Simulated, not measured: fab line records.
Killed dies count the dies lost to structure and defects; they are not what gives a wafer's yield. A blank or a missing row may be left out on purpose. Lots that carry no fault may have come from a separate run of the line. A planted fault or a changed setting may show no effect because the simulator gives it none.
fab line records | flow nand-harc
[record] lots = 6 | wafers = 18 | last-day = 32
route steps=1302 shown A_CHANNEL_HOLE_D2@604 A_CHANNEL_FILL_D2@610 END@1302
lots with no fault: from the same line, run without faults
start-h: hours from the record's opening day to when the first of the lot's shown wafers began | wait-h: hours from the lot's prior step to this one | " same as the row above | L1.1+2: several wafers, shown together as one row | - no value present, or no start provided | * or withheld: withheld | < > ~ a bound
route shown NAME@n: NAME is a module with steps in the file, n the number in the route of the first one | usual: mean/standard deviation taken from wafers without a fault | same: alike in all rows | chamber/n: place in a boat | sites: the reading at each site | _std_site: how widely they spread, as a standard deviation | _edge_site: mean of outer sites minus mean of inner sites | radius-mm: for every site, how far away it sits from the centre of the wafer | mask NAME#n: copy n | behind: the tool/chamber that last shaped the wafer | hold: reason for holding the lot/hours on hold/outcome of the hold | device: the n, p or np transistor that did not switch | end of line: tests run on the same wafers once the route is complete | for a step that has no rows: nothing shown but its recipe | killed: not the wafer's yield, but the dies lost to structure and defects at the first sort | map: per-die view of a wafer (x killed, . not killed, _ where there is no die)
set.NAME: the run value of the setting; set.NAME@STEP: its run value at that earlier step | model.NAME: the simulator's own value behind a step, which no gauge read
certain route steps with their lots: each step a table, each wafer a row
services: the hour from which a tool's chamber was out of use, counted from the record's first day as start-h (under 0 if before that day), plus the number of hours and why
[[steps]]
[step NHARC_A_CHANNEL_HOLE_D2_STRIP_28]
[recipe] o2-flow-sccm = 500 | ar-flow-sccm = 0 | bias-w = 0 | chemistry = O2
[usual] chamber-pressure-mTorr = 60.00/0.053 | drypump-motor-current-A = 5.9/0.52 | oes-product-au = 1.000/0.01 | rf-vpp-V = 57.8/0.98 | showerhead-plenum-p-Torr = 3.51/0.15 | throttle-valve-pct = 17.037/0.009
lot.wafer | tool        | chamber | start-h | wait-h | chamber-pressure-mTorr | drypump-motor-current-A | oes-product-au | rf-hours-counter-h | rf-vpp-V | showerhead-plenum-p-Torr | throttle-valve-pct
L702.1    | rie-diel-07 | 0       | -       | -      | 60.04                  | 5.1                     | 0.998          | 2                  | 58.0     | 3.76                     | 17.047
L702.2    | "           | 2       | "       | "      | 59.98                  | 6.0                     | 1.000          | 1                  | 59.1     | 3.62                     | 17.036
L702.5    | "           | 1       | "       | "      | 59.92                  | 5.6                     | 0.988          | -                  | 56.7     | 3.39                     | 17.024
L704.4    | rie-diel-02 | 0       | -       | -      | 60.03                  | 5.6                     | 0.985          | 5                  | 58.4     | 3.41                     | 17.033
L704.1    | "           | 1       | "       | "      | 59.96                  | 6.0                     | 1.001          | 6                  | 56.6     | 3.34                     | 17.030
L704.5    | "           | 3       | "       | "      | 60.05                  | 6.0                     | 0.985          | -                  | 57.0     | 3.40                     | 17.052
L711.2    | rie-diel-07 | 3       | -       | -      | 59.97                  | 6.4                     | 0.990          | 6                  | 56.3     | 3.38                     | 17.036
L711.1    | "           | 0       | "       | "      | 60.11                  | 5.1                     | 1.002          | 8                  | 58.2     | 3.76                     | 17.045
L711.3    | "           | 1       | "       | "      | 60.02                  | 5.6                     | 0.990          | 7                  | 56.7     | 3.39                     | 17.050
L713.4    | rie-diel-08 | 0       | -       | -      | 60.06                  | 5.7                     | 0.999          | 3                  | 58.2     | 3.55                     | 17.034
L713.5    | "           | 0       | "       | "      | 60.06                  | 5.7                     | 1.010          | -                  | 57.2     | 3.55                     | 17.025
L713.6    | "           | 1       | "       | "      | 59.99                  | 5.2                     | 0.983          | -                  | 58.5     | 3.71                     | 17.039
L717.2    | rie-diel-08 | 0       | -       | -      | 59.95                  | 5.7                     | 1.008          | 5                  | 57.4     | 3.55                     | 17.034
L717.1    | "           | 1       | "       | "      | 59.99                  | 5.2                     | 0.988          | 5                  | 58.2     | 3.71                     | 17.052
L717.5    | "           | 2       | "       | "      | 59.93                  | 6.2                     | 1.014          | -                  | 57.7     | 3.34                     | 17.038
L718.1    | rie-diel-07 | 2       | -       | -      | 59.94                  | 6.0                     | 1.001          | 0                  | 57.0     | 3.62                     | 17.032
L718.2    | "           | 3       | "       | "      | 60.08                  | 6.4                     | 1.000          | 0                  | 55.7     | 3.37                     | 17.037
L718.6    | "           | 2       | "       | "      | 60.00                  | 6.0                     | 0.998          | -                  | 56.9     | 3.62                     | 17.030
[step NHARC_A_CHANNEL_HOLE_D2_PRECLEAN_29]
[recipe] time-s = * | temp-c = 50 | bath-age-min = 0 | chemistry = SC1
[step NHARC_A_CHANNEL_HOLE_D2_SRD_30]
[step NHARC_A_CHANNEL_HOLE_D2_CD_MEAS_31]
[usual] cd-nm = 90.1/1.5
lot.wafer | tool      | chamber | start-h | wait-h | cd-nm
L702.1    | cd-sem-03 | -       | 326.92  | -      | 91.9
L702.2    | "         | -       | "       | "      | 89.3
L702.5    | "         | -       | "       | "      | 90.5
L704.1    | cd-sem-02 | -       | 341.39  | -      | 89.6
L704.4    | "         | -       | "       | "      | 91.7
L704.5    | "         | -       | "       | "      | 89.8
L711.1    | cd-sem-02 | -       | 425.40  | -      | 91.4
L711.2    | "         | -       | "       | "      | 90.5
L711.3    | "         | -       | "       | "      | 92.4
L713.4    | cd-sem-03 | -       | 448.42  | -      | 89.9
L713.5    | "         | -       | "       | "      | 87.2
L713.6    | "         | -       | "       | "      | 88.1
L717.1    | cd-sem-03 | -       | 474.35  | -      | 90.2
L717.2    | "         | -       | "       | "      | 89.3
L717.5    | "         | -       | "       | "      | 89.5
L718.1    | cd-sem-03 | -       | 498.09  | -      | 92.5
L718.2    | "         | -       | "       | "      | 90.1
L718.6    | "         | -       | "       | "      | 91.0
[step NHARC_A_CHANNEL_HOLE_D2_XSEM_32]
[recipe] landing-energy-ev = 35000
[usual] bot-cd-nm = 74.6/1.6 | bow-nm = 8.56/0.24 | tilt-deg = 0.07/0.043
lot.wafer | tool    | chamber | start-h | wait-h | bot-cd-nm | bow-nm | tilt-deg
L702.1    | xsem-01 | 0       | 327.02  | 0.1    | 76.6      | 8.41   | 0.02
L702.2    | "       | 0       | "       | "      | 74.6      | 8.38   | 0.02
L702.5    | "       | 0       | "       | "      | 74.9      | 8.40   | 0.02
L704.1    | xsem-01 | 0       | 341.48  | 0.1    | 74.6      | 8.91   | 0.04
L704.4    | "       | 0       | "       | "      | 76.8      | 8.93   | 0.04
L704.5    | "       | 0       | "       | "      | 74.8      | 8.92   | 0.04
L711.1    | xsem-02 | 0       | 425.49  | 0.1    | 76.1      | 8.61   | 0.08
L711.2    | "       | 0       | "       | "      | 74.7      | 8.60   | 0.08
L711.3    | "       | 0       | "       | "      | 76.5      | 8.51   | 0.08
L713.4    | xsem-02 | 0       | 448.51  | 0.1    | 76.0      | 8.78   | 0.07
L713.5    | "       | 0       | "       | "      | 72.2      | 8.81   | 0.07
L713.6    | "       | 0       | "       | "      | 73.8      | 8.78   | 0.07
L717.1    | xsem-01 | 0       | 474.44  | 0.1    | 74.3      | 8.49   | 0.00
L717.2    | "       | 0       | "       | "      | 73.6      | 8.45   | 0.00
L717.5    | "       | 0       | "       | "      | 74.3      | 8.48   | 0.00
L718.1    | xsem-02 | 0       | 498.18  | 0.1    | 76.1      | 8.50   | 0.05
L718.2    | "       | 0       | "       | "      | 75.3      | 8.63   | 0.05
L718.6    | "       | 0       | "       | "      | 76.0      | 8.61   | 0.05
[step NHARC_A_CHANNEL_HOLE_D2_INSPECT_40]
[usual] raw-defect-count = 319/99
lot.wafer | tool              | chamber | start-h | wait-h | raw-defect-count
L702.1    | defect-inspect-02 | -       | 327.12  | -      | 459
L702.2    | "                 | -       | "       | "      | 417
L702.5    | "                 | -       | "       | "      | 256
L704.1    | defect-inspect-02 | -       | 341.58  | -      | 369
L704.4    | "                 | -       | "       | "      | 292
L704.5    | "                 | -       | "       | "      | 327
L711.1    | defect-inspect-02 | -       | 425.59  | -      | 371
L711.2    | "                 | -       | "       | "      | 263
L711.3    | "                 | -       | "       | "      | 300
L713.4    | defect-inspect-01 | -       | 448.60  | -      | 244
L713.5    | "                 | -       | "       | "      | 297
L713.6    | "                 | -       | "       | "      | 391
L717.1    | defect-inspect-01 | -       | 474.54  | -      | 316
L717.2    | "                 | -       | "       | "      | 486
L717.5    | "                 | -       | "       | "      | 330
L718.1    | defect-inspect-02 | -       | 498.28  | -      | 358
L718.2    | "                 | -       | "       | "      | 286
L718.6    | "                 | -       | "       | "      | 238
[step NHARC_A_CHANNEL_FILL_D2_PRECLEAN_00]
[recipe] time-s = * | temp-c = 50 | bath-age-min = 0 | chemistry = SC1
[step NHARC_A_CHANNEL_FILL_D2_SRD_01]
[step NHARC_A_CHANNEL_FILL_D2_ALD_02]
[recipe] target-thk-a = 60 | pulse-time-s = 10 | ald-cycles = 60 | temp-c = 300 | material = SiO2
[step NHARC_A_CHANNEL_FILL_D2_ALD_03]
[recipe] target-thk-a = 60 | pulse-time-s = 60 | ald-cycles = 58 | temp-c = 630 | pressure-torr = 2 | material = SiNx
[usual] ald-cycles = 58/0 | precursor-pulse-height-rel = 0.998/0.02
lot.wafer | tool             | chamber | start-h | wait-h | ald-cycles | precursor-pulse-height-rel
L702.1    | ald-sin-batch-01 | 0       | -       | -      | 58         | 1.008
L702.2    | "                | 0       | "       | "      | 58         | 0.996
L702.5    | "                | 0       | "       | "      | 58         | 1.015
L704.1    | ald-sin-batch-02 | 0       | -       | -      | 58         | 0.990
L704.4    | "                | 0       | "       | "      | 58         | 0.994
L704.5    | "                | 0       | "       | "      | 58         | 0.983
L711.1    | ald-sin-batch-02 | 0       | -       | -      | 58         | 0.977
L711.2    | "                | 0       | "       | "      | 58         | 0.991
L711.3    | "                | 0       | "       | "      | 58         | 0.969
L713.4    | ald-sin-batch-03 | 0       | -       | -      | 58         | 0.991
L713.5    | "                | 0       | "       | "      | 58         | 1.058
L713.6    | "                | 0       | "       | "      | 58         | 0.993
L717.1    | ald-sin-batch-02 | 0       | -       | -      | 58         | 1.036
L717.2    | "                | 0       | "       | "      | 58         | 1.047
L717.5    | "                | 0       | "       | "      | 58         | 1.022
L718.1    | ald-sin-batch-02 | 0       | -       | -      | 58         | 0.963
L718.2    | "                | 0       | "       | "      | 58         | 1.000
L718.6    | "                | 0       | "       | "      | 58         | 0.988
[step NHARC_A_CHANNEL_FILL_D2_ALD_14]
[recipe] target-thk-a = 25 | pulse-time-s = 10 | ald-cycles = 25 | temp-c = 300 | material = SiO2
[usual] ald-cycles = 25/0 | heater-power-outer-w = 275/31 | heater-power-w = 495/43 | precursor-pulse-height-rel = 1.000/0.017
lot.wafer | tool      | chamber | start-h | wait-h | ald-cycles | heater-power-outer-w | heater-power-w | precursor-pulse-height-rel
L702.1    | ald-hk-03 | 0       | 334.36  | 0.1    | 25         | 245                  | 534            | 0.980
L702.2    | "         | 1       | "       | "      | 25         | 264                  | 484            | 0.998
L702.5    | "         | 3       | "       | "      | 25         | 299                  | 549            | 0.990
L704.4    | ald-hk-04 | 3       | 348.84  | 0.0    | 25         | 287                  | 533            | 1.003
L704.1    | "         | 2       | "       | "      | 25         | 319                  | 533            | 0.999
L704.5    | "         | 3       | "       | "      | 25         | 285                  | 516            | 1.022
L711.1    | ald-hk-04 | 1       | 432.79  | 0.0    | 25         | 289                  | 461            | 0.993
L711.2    | "         | 3       | "       | "      | 25         | 277                  | 520            | 0.987
L711.3    | "         | 0       | "       | "      | 25         | 279                  | 461            | 0.978
L713.4    | ald-hk-03 | 2       | 456.13  | 0.2    | 25         | 218                  | 447            | 0.991
L713.6    | "         | 3       | "       | "      | 25         | 314                  | 562            | 1.014
L713.5    | "         | 0       | "       | "      | 25         | 259                  | 493            | 0.991
L717.2    | ald-hk-02 | 3       | 481.84  | 0.1    | 25         | 243                  | 441            | 1.016
L717.1    | "         | 0       | "       | "      | 25         | 301                  | 531            | 0.962
L717.5    | "         | 1       | "       | "      | 25         | 227                  | 422            | 1.012
L718.1    | ald-hk-04 | 1       | 506.13  | 0.0    | 25         | 283                  | 469            | 1.020
L718.2    | "         | 2       | "       | "      | 25         | 312                  | 530            | 1.015
L718.6    | "         | 1       | "       | "      | 25         | 289                  | 486            | 1.012
[step NHARC_A_CHANNEL_FILL_D2_ALD_15]
[recipe] target-thk-a = 20 | pulse-time-s = 60 | ald-cycles = 19 | temp-c = 630 | pressure-torr = 2 | material = SiNx
[usual] ald-cycles = 19/0 | precursor-pulse-height-rel = 0.999/0.019
lot.wafer | tool             | chamber | start-h | wait-h | ald-cycles | precursor-pulse-height-rel
L702.1    | ald-sin-batch-01 | 0       | -       | -      | 19         | 0.972
L702.2    | "                | 0       | "       | "      | 19         | 1.005
L702.5    | "                | 0       | "       | "      | 19         | 0.953
L704.1    | ald-sin-batch-03 | 0       | -       | -      | 19         | 0.989
L704.4    | "                | 0       | "       | "      | 19         | 0.982
L704.5    | "                | 0       | "       | "      | 19         | 1.010
L711.1    | ald-sin-batch-03 | 0       | -       | -      | 19         | 0.997
L711.2    | "                | 0       | "       | "      | 19         | 0.988
L711.3    | "                | 0       | "       | "      | 19         | 1.015
L713.4    | ald-sin-batch-02 | 0       | -       | -      | 19         | 0.987
L713.5    | "                | 0       | "       | "      | 19         | 0.986
L713.6    | "                | 0       | "       | "      | 19         | 0.988
L717.1    | ald-sin-batch-03 | 0       | -       | -      | 19         | 1.009
L717.2    | "                | 0       | "       | "      | 19         | 0.983
L717.5    | "                | 0       | "       | "      | 19         | 1.012
L718.1    | ald-sin-batch-03 | 0       | -       | -      | 19         | 1.006
L718.2    | "                | 0       | "       | "      | 19         | 1.004
L718.6    | "                | 0       | "       | "      | 19         | 0.988
[step NHARC_A_CHANNEL_FILL_D2_ALD_16]
[recipe] target-thk-a = 15 | pulse-time-s = 10 | ald-cycles = 15 | temp-c = 300 | material = SiO2
[usual] ald-cycles = 15/0 | heater-power-outer-w = 265/31 | heater-power-w = 491/47 | precursor-pulse-height-rel = 0.999/0.02
lot.wafer | tool      | chamber | start-h | wait-h | ald-cycles | heater-power-outer-w | heater-power-w | precursor-pulse-height-rel
L702.2    | ald-hk-03 | 1       | 339.45  | 0.0    | 17         | 260                  | 489            | 0.986
L702.1    | "         | 0       | "       | "      | 15         | 264                  | 526            | 0.974
L702.5    | "         | 1       | "       | "      | 15         | 263                  | 474            | 1.009
L704.4    | ald-hk-03 | 3       | 354.04  | 0.0    | 17         | 305                  | 548            | 0.995
L704.1    | "         | 2       | "       | "      | 15         | 225                  | 466            | 1.046
L704.5    | "         | 0       | "       | "      | 15         | 259                  | 532            | 0.986
L711.1    | ald-hk-02 | 1       | 437.94  | 0.0    | 15         | 234                  | 427            | 0.995
L711.3    | "         | 2       | "       | "      | 15         | 239                  | 414            | 0.999
L711.2    | "         | 0       | "       | "      | 15         | 288                  | 529            | 1.016
L713.4    | ald-hk-03 | 2       | 461.31  | 0.1    | 15         | 225                  | 434            | 0.989
L713.5    | "         | 3       | "       | "      | 15         | 322                  | 582            | 0.973
L713.6    | "         | 0       | "       | "      | 15         | 254                  | 520            | 0.948
L717.1    | ald-hk-03 | 0       | 486.94  | 0.0    | 15         | 255                  | 523            | 0.990
L717.2    | "         | 2       | "       | "      | 15         | 221                  | 460            | 1.021
L717.5    | "         | 0       | "       | "      | 15         | 255                  | 510            | 0.979
L718.2    | ald-hk-02 | 2       | 511.39  | 0.1    | 15         | 246                  | 432            | 1.018
L718.1    | "         | 3       | "       | "      | 15         | 243                  | 451            | 1.001
L718.6    | "         | 1       | "       | "      | 15         | 227                  | 413            | 1.016
[step NHARC_A_CHANNEL_FILL_D2_ANNEAL_17]
[recipe] temp-c = 850 | time-s = 1800
[step NHARC_END_SORT_01]
[recipe] temp-c = 25
[usual] killed-at-array = 52/18 | killed-at-other = 1.2/1.5 | killed-at-periphery = 4/3.2 | killed-dies = 57/17 | killed-open = 3.1/1.9 | killed-short = 2.5/1.7
[same] gross-dies = 677
lot.wafer | tool      | chamber | start-h | wait-h | killed-at-array | killed-at-other | killed-at-periphery | killed-dies | killed-open | killed-short
L702.1    | prober-02 | 0       | 586.41  | 2.5    | 33              | 0               | 5                   | 38          | 0           | 2
L702.2    | prober-02 | 0       | 587.20  | 2.8    | 35              | 1               | 6                   | 42          | 5           | 5
L702.5    | prober-02 | 0       | 589.56  | 3.7    | 32              | 1               | 2                   | 35          | 7           | 0
L704.1    | prober-01 | 0       | 595.93  | 2.5    | 42              | 0               | 3                   | 45          | 3           | 2
L704.4    | prober-01 | 0       | 598.36  | 3.4    | 60              | 0               | 4                   | 64          | 3           | 1
L704.5    | prober-01 | 0       | 599.17  | 3.7    | 54              | 0               | 5                   | 59          | 1           | 0
L711.1    | prober-02 | 0       | 685.53  | 2.5    | 55              | 0               | 8                   | 63          | 2           | 1
L711.2    | prober-02 | 0       | 686.33  | 2.8    | 70              | 1               | 4                   | 75          | 6           | 4
L711.3    | prober-02 | 0       | 687.13  | 3.1    | 69              | 0               | 3                   | 72          | 2           | 4
L713.4    | prober-01 | 0       | 705.50  | 3.4    | 57              | 0               | 1                   | 58          | 4           | 1
L713.5    | prober-01 | 0       | 706.29  | 3.7    | 60              | 0               | 2                   | 62          | 3           | 1
L713.6    | prober-01 | 0       | 707.08  | 4.0    | 55              | 0               | 0                   | 55          | 2           | 1
L717.1    | prober-01 | 0       | 739.21  | 2.5    | 78              | 1               | 0                   | 79          | 2           | 4
L717.2    | prober-01 | 0       | 740.01  | 2.8    | 55              | 3               | 2                   | 60          | 3           | 3
L717.5    | prober-01 | 0       | 742.39  | 3.7    | 67              | 1               | 2                   | 70          | 3           | 2
// killed by level:class
L702.1 A_CHANNEL_HOLE_D2:chamber-film-flake=24 P_GATE:chamber-film-flake=3 P_ZERO_WELL:chamber-film-flake=2 A_CONTACT:unspecified=2 A_ONON_D2:geometric-particle:short=1 A_WL_FILL:geometric-particle:short=1 A_CHANNEL_HOLE_D1:chamber-film-flake=1 A_CHANNEL_FILL_D1:chamber-film-flake=1
L702.2 A_CHANNEL_HOLE_D2:chamber-film-flake=16 A_CONTACT:chamber-film-flake=6 P_GATE:chamber-film-flake=4 A_CONTACT:unspecified=3 P_GATE:geometric-particle:short=1 P_CONTACT:geometric-particle:open=1 A_ONON_D1:geometric-particle:short=1 A_CHANNEL_FILL_D1:geometric-particle:open=1
L702.5 A_CHANNEL_HOLE_D2:chamber-film-flake=20 A_M0:geometric-particle:open=2 P_GATE:chamber-film-flake=2 A_CONTACT:unspecified=2 A_CONTACT:chamber-film-flake=2 A_ONON_D1:geometric-particle:open=1 A_ONON_D2:geometric-particle:open=1 A_SGD_CUT:geometric-particle:open=1
L704.1 A_CHANNEL_HOLE_D1:chamber-film-flake=14 A_CHANNEL_HOLE_D2:chamber-film-flake=12 A_CONTACT:chamber-film-flake=5 A_STAIRCASE:chamber-film-flake=4 A_BLC:geometric-particle:open=2 A_ONON_D2:geometric-particle:short=1 A_ONON_D2:geometric-particle:open=1 A_CHANNEL_FILL_D2:geometric-particle:short=1
L704.4 A_CHANNEL_HOLE_D1:chamber-film-flake=27 A_CHANNEL_HOLE_D2:chamber-film-flake=17 A_WL_FILL:chamber-film-flake=3 A_CONTACT:chamber-film-flake=3 P_GATE:chamber-film-flake=2 A_CHANNEL_FILL_D2:chamber-film-flake=2 A_STAIRCASE:chamber-film-flake=2 A_BLC:chamber-film-flake=2
L704.5 A_CHANNEL_HOLE_D1:chamber-film-flake=26 A_CHANNEL_HOLE_D2:chamber-film-flake=20 P_ZERO_WELL:chamber-film-flake=4 A_DECK1_JOINT:geometric-particle:open=1 P_CONTACT:chamber-film-flake=1 A_ZERO_WELL:chamber-film-flake=1 A_CHANNEL_FILL_D1:chamber-film-flake=1 A_DECK1_JOINT:chamber-film-flake=1
L711.1 A_SLIT:chamber-film-flake=30 A_CHANNEL_HOLE_D1:chamber-film-flake=22 P_GATE:chamber-film-flake=4 P_ZERO_WELL:chamber-film-flake=2 P_M0:geometric-particle:short=1 P_M1:geometric-particle:open=1 A_M0:geometric-particle:open=1 A_ZERO_WELL:chamber-film-flake=1
L711.2 A_CHANNEL_HOLE_D1:chamber-film-flake=34 A_SLIT:chamber-film-flake=25 P_M0:geometric-particle:short=2 P_GATE:chamber-film-flake=2 A_ZERO_WELL:chamber-film-flake=2 A_DECK1_JOINT:geometric-particle:open=1 A_ONON_D2:geometric-particle:open=1 A_CHANNEL_HOLE_D2:geometric-particle:short=1
L711.3 A_SLIT:chamber-film-flake=30 A_CHANNEL_HOLE_D1:chamber-film-flake=30 A_ONON_D2:geometric-particle:short=2 A_ONON_D1:geometric-particle:open=1 A_CHANNEL_FILL_D1:geometric-particle:short=1 A_CONTACT:geometric-particle:open=1 A_BLC:geometric-particle:short=1 P_ZERO_WELL:chamber-film-flake=1
L713.4 A_SLIT:chamber-film-flake=27 A_CHANNEL_HOLE_D1:chamber-film-flake=16 A_WL_FILL:chamber-film-flake=4 A_CHANNEL_FILL_D2:chamber-film-flake=4 A_M0:geometric-particle:open=2 A_CONTACT:chamber-film-flake=2 P_GATE:geometric-particle:short=1 A_ONON_D1:geometric-particle:open=1
L713.5 A_SLIT:chamber-film-flake=28 A_CHANNEL_HOLE_D1:chamber-film-flake=26 A_CHANNEL_FILL_D2:chamber-film-flake=2 P_GATE:geometric-particle:open=1 P_M0:geometric-particle:short=1 A_CHANNEL_HOLE_D2:geometric-particle:open=1 A_M0:geometric-particle:open=1 A_DECK1_JOINT:chamber-film-flake=1
L713.6 A_SLIT:chamber-film-flake=31 A_CHANNEL_HOLE_D1:chamber-film-flake=16 A_WL_FILL:chamber-film-flake=3 A_ONON_D1:geometric-particle:short=1 A_CONTACT:geometric-particle:open=1 A_BLC:geometric-particle:open=1 A_CHANNEL_FILL_D2:chamber-film-flake=1 A_STAIRCASE:chamber-film-flake=1
L717.1 A_CHANNEL_HOLE_D1:chamber-film-flake=26 A_CHANNEL_HOLE_D2:chamber-film-flake=23 A_CONTACT:chamber-film-flake=9 A_SLIT:chamber-film-flake=6 A_WL_FILL:chamber-film-flake=4 A_STAIRCASE:chamber-film-flake=2 A_SOURCE_PLATE:geometric-particle:short=1 A_ONON_D1:geometric-particle:open=1
L717.2 A_CHANNEL_HOLE_D2:chamber-film-flake=23 A_CHANNEL_HOLE_D1:chamber-film-flake=13 A_CONTACT:chamber-film-flake=7 A_SLIT:chamber-film-flake=4 THIN_TSV:chamber-film-flake=3 A_SOURCE_PLATE:geometric-particle:open=1 A_CHANNEL_HOLE_D1:geometric-particle:short=1 A_CHANNEL_FILL_D1:geometric-particle:open=1
L717.5 A_CHANNEL_HOLE_D1:chamber-film-flake=32 A_CHANNEL_HOLE_D2:chamber-film-flake=23 A_WL_FILL:chamber-film-flake=3 A_CONTACT:chamber-film-flake=3 A_STAIRCASE:chamber-film-flake=2 P_CONTACT:geometric-particle:open=1 P_M1:geometric-particle:open=1 A_ONON_D1:geometric-particle:short=1
[[services]]
tool             | chamber | start-h | hours | kind
rie-diel-07      | 0       | 303.20  | -     | clean
rie-diel-07      | 1       | 303.20  | -     | clean
rie-diel-08      | 3       | 330.01  | 16.1  | repair
ald-hk-02        | -       | 348.00  | 10.0  | pm
rie-diel-02      | 1       | 358.99  | 4.1   | repair
rie-diel-08      | -       | 367.94  | 9.0   | pm
rie-diel-07      | -       | 369.14  | 7.5   | repair
xsem-01          | -       | 374.00  | 14.0  | pm
rie-diel-02      | -       | 393.70  | 9.0   | pm
ald-hk-03        | -       | 396.21  | 10.0  | pm
ald-hk-03        | 0       | 396.21  | 10.0  | vent-cycle
ald-hk-03        | 1       | 396.21  | 10.0  | vent-cycle
ald-hk-03        | 2       | 396.21  | 10.0  | vent-cycle
ald-hk-03        | 3       | 396.21  | 10.0  | vent-cycle
ald-hk-03        | 0       | 406.21  | -     | clean
ald-hk-03        | 1       | 406.21  | -     | clean
ald-hk-03        | 2       | 406.21  | -     | clean
ald-hk-03        | 3       | 406.21  | -     | clean
rie-diel-07      | 1       | 418.85  | 2.8   | repair
rie-diel-02      | 3       | 427.35  | 5.1   | repair
xsem-01          | -       | 431.15  | 0.1   | repair
ald-hk-04        | -       | 439.13  | 10.0  | pm
rie-diel-07      | -       | 471.20  | 9.0   | pm
ald-sin-batch-01 | -       | 506.00  | 26.0  | pm
[[key]]
[first-sign] step = NHARC_A_CHANNEL_FILL_D2_ALD_16 | reading = ald-cycles | direction = up | sigmas = 99+ | usual = 15 | struck = 17
effect none on later readings
met-at NHARC_A_CHANNEL_FILL_D2_ALD_16
struck-wafers L702.2,L704.4
tester-left-out L702,L704
[fault] kind = process-parameter-drift | tool = ald-hk-03 | chamber = - | onset-h = 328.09 | steps = NHARC_A_CHANNEL_FILL_D2_ALD_16 | channel = ald-cycles | offset = 2 | shape = step | end-h = 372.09 | scope = struck-wafers-only | acts-in = these-recipes-only | stated = 15
// tester-left-out: of these lots the tester's yield and bins aren't shown, on N5 and GAA mostly nor the transistor test; their killed dies are dies lost to structure and defects alone, not to doping, threshold or leakage, so they don't give the yield
